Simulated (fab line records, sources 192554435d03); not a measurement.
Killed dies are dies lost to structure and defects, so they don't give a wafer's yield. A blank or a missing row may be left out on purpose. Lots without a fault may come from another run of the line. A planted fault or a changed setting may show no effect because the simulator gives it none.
Problem report in the 8D (eight disciplines) form, filled by code | flow n5_finfet | the parts of the form that need people (team, actions taken, sign-off) are left out

1. THE PROBLEM
dose_ions_cm2 at N5_WELL_APT_IMPLANT_15 reads a mean of 8.8390e+12 on 6 wafers of 2 lots; wafers without a fault read 1.5001e+13 with a standard deviation of 1.7e+10. That is -99 or more standard deviations from the usual mean.
First seen on wafer L419.1, day 4 02:16, on implanter-01. The record holds 18 wafers of 6 lots with a number at this step. Rule for "out", or "out of limits": more than 4 standard deviations from the usual mean. The other wafers with a number count as sound.

2. WHAT IT IS AND WHAT IT IS NOT
question                    | is                                | is not
which readings at this step | dose_ions_cm2, faraday_current_uA | -
which lots                  | L419, L421                        | L410, L411, L430, L432
which wafers of those lots  | all that have a number            | -
read on which tools         | implanter-01                      | implanter-02
when                        | from day 4 02:16                  | up to then (6 sound wafers); but 6 sound wafers of L430, L432 came after

3. SUSPECTS, AND WHAT RULES EACH OUT
Counting: a tool at a process step up to the reading stays a suspect if it ran every lot that is out and no sound lot after the first of them.
- implanter-01 at N5_WELL_APT_IMPLANT_15: kept. It ran every lot that is out, first L419 (day 4 02:16), and no sound lot after that; its last sound lot up to then is L411 (day 2 02:07). Its own readings are out on those wafers: dose_ions_cm2, faraday_current_uA.
Left after counting: implanter-01 at N5_WELL_APT_IMPLANT_15.

4. THE CAUSE (what the simulator had put in)
Process parameter drift: implanter-01, from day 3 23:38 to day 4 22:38, at N5_WELL_APT_IMPLANT_15. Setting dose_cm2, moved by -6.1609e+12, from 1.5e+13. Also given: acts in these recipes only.
Counting left only this tool.

5. THE CHAIN OF EFFECTS, in route order
Each row: a reading whose mean over the struck wafers that have a number lies more than 3 standard deviations from the usual. Only readings for which the record gives a usual standard deviation are gone through. hours: the time from each lot's start at the first step in this table that gives one to its start at this step, as a median over the lots. sigmas: the change in usual standard deviations.
hours | step                   | reading            | usual      | on struck wafers | change      | sigmas
0     | N5_WELL_APT_IMPLANT_15 | dose_ions_cm2      | 1.5001e+13 | 8.8390e+12       | -6.1620e+12 | -99 or more
0     | N5_WELL_APT_IMPLANT_15 | faraday_current_uA | 191        | 111              | -80         | -21
The process steps in it:
- N5_WELL_APT_IMPLANT_15

6. WHAT WOULD HAVE CAUGHT IT SOONER
In this record the first reading out of limits was taken at day 4 02:16, 3 hours after the fault began at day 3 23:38.
